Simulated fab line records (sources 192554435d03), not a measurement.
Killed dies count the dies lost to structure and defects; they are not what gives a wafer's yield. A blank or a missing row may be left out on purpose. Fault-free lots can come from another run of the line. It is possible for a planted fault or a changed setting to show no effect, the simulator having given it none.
Matching of chambers -- flow n5 finfet -- rie diel-01 running N5_BEOL_M1_ETCH_70: 4 sister chambers
The step etches SOC in N2/H2, target depth 80 nm, overetch 16 nm, time 120 s. 4 wafers are shown with their chamber, then 9 later ones without.

WAFERS, EACH WITH ITS CHAMBER
wafer,chamber,drypump motor current A (A)
L084.2,3,6.6
L084.4,2,5.7
L090.4,1,6.6
L090.6,0,5.6

WAFERS WITHOUT THEIR CHAMBER
wafer,drypump motor current A (A)
L091.1,6.6
L091.5,6.6
L091.6,5.6
L093.1,6.6
L093.4,6.6
L093.6,5.5
L095.3,5.6
L095.5,5.6
L095.6,6.6

EACH ONE'S CHAMBER
wafer,from the rows above,in truth
L091.1,can't be placed: 1 or 3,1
L091.5,can't be placed: 1 or 3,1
L091.6,0,0
L093.1,can't be placed: 1 or 3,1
L093.4,can't be placed: 1 or 3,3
L093.6,0,0
L095.3,0,0
L095.5,0,0
L095.6,can't be placed: 1 or 3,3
4 of 9 placed correctly. From these rows, 5 cannot be placed; in 5 the true chamber is one of the candidates. Number placed wrongly: 0.
How it was worked out, from the rows above alone: a wafer's distance from a chamber is the root of the sum, over the readings, of the square of ((its reading less the chamber's mean) divided by the reading's scatter). The wafer belongs to the nearest chamber; if the next one is less than 2 further off, it can't be placed. Each chamber's mean is taken over the wafers shown for it. The scatter: with one shown wafer a chamber, the root of the mean of the squares of how far each hidden wafer lies from its nearest shown one.
